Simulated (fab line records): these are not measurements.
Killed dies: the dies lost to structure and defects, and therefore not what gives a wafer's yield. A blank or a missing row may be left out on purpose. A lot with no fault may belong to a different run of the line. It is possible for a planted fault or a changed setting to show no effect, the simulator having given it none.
Matching of chambers / flow n5 finfet / N5_GATE_CUT_CMP_43 on cmp-01: 4 sister chambers
The step polishes SiO2. 14 wafers are shown with their chamber, then 7 later ones without.

## WAFERS, EACH WITH ITS CHAMBER
wafer=L076.2; chamber=0; motor current A (A)=10.8; edge zone pressure frac=1.001
wafer=L076.5; chamber=2; motor current A (A)=10.8; edge zone pressure frac=0.999
wafer=L076.6; chamber=1; motor current A (A)=13.1; edge zone pressure frac=0.993
wafer=L078.3; chamber=3; motor current A (A)=14.2; edge zone pressure frac=0.995
wafer=L078.4; chamber=0; motor current A (A)=11.0; edge zone pressure frac=1.003
wafer=L078.6; chamber=2; motor current A (A)=10.9; edge zone pressure frac=1.001
wafer=L082.2; chamber=3; motor current A (A)=14.6; edge zone pressure frac=0.997
wafer=L082.5; chamber=2; motor current A (A)=11.2; edge zone pressure frac=1.004
wafer=L082.6; chamber=3; motor current A (A)=13.6; edge zone pressure frac=1.002
wafer=L083.3; chamber=1; motor current A (A)=12.5; edge zone pressure frac=1.004
wafer=L083.4; chamber=3; motor current A (A)=14.4; edge zone pressure frac=0.994
wafer=L083.5; chamber=3; motor current A (A)=14.7; edge zone pressure frac=1.000
wafer=L085.1; chamber=1; motor current A (A)=13.2; edge zone pressure frac=0.999
wafer=L085.2; chamber=0; motor current A (A)=10.9; edge zone pressure frac=1.002

SIGNATURES, as means of the wafers listed above
reading=motor current A; chamber 0=10.900; chamber 1=12.933; chamber 2=10.967; chamber 3=14.300; scatter within a chamber=0.34
reading=edge zone pressure frac; chamber 0=1.00200; chamber 1=0.99867; chamber 2=1.00133; chamber 3=0.99760; scatter within a chamber=0.00347
Rule: for a wafer and a chamber, the distance is found by dividing, reading by reading, the gap between the wafer's reading and the chamber's mean by the reading's scatter, squaring, summing and taking the root. If the next closest chamber is less than 2 further off than the closest, the wafer can't be placed; otherwise it belongs to the closest. How the scatter is found: for the shown wafers, subtract from each reading the mean of its chamber, square and add these, divide the total by (wafers less chambers), then take the root.

## WAFERS MISSING THEIR CHAMBER
wafer=L085.6; motor current A (A)=13.0; edge zone pressure frac=0.995
wafer=L093.1; motor current A (A)=11.6; edge zone pressure frac=1.002
wafer=L093.2; motor current A (A)=10.5; edge zone pressure frac=0.998
wafer=L093.5; motor current A (A)=14.5; edge zone pressure frac=1.002
wafer=L097.2; motor current A (A)=11.2; edge zone pressure frac=1.000
wafer=L097.4; motor current A (A)=13.7; edge zone pressure frac=0.999
wafer=L097.5; motor current A (A)=11.8; edge zone pressure frac=1.004

## EACH ONE'S CHAMBER
wafer=L085.6; from the rows above=1; in truth=1
wafer=L093.1; from the rows above=can't be placed: 2 or 0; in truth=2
wafer=L093.2; from the rows above=can't be placed: 0 or 2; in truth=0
wafer=L093.5; from the rows above=3; in truth=3
wafer=L097.2; from the rows above=can't be placed: 2 or 0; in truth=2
wafer=L097.4; from the rows above=can't be placed: 3 or 1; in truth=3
wafer=L097.5; from the rows above=can't be placed: 2 or 0 or 1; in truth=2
Placed correctly: 2 of 7. Unplaceable from these rows: 5, with the true chamber sitting among the candidates in 5. Number placed wrongly: 0.
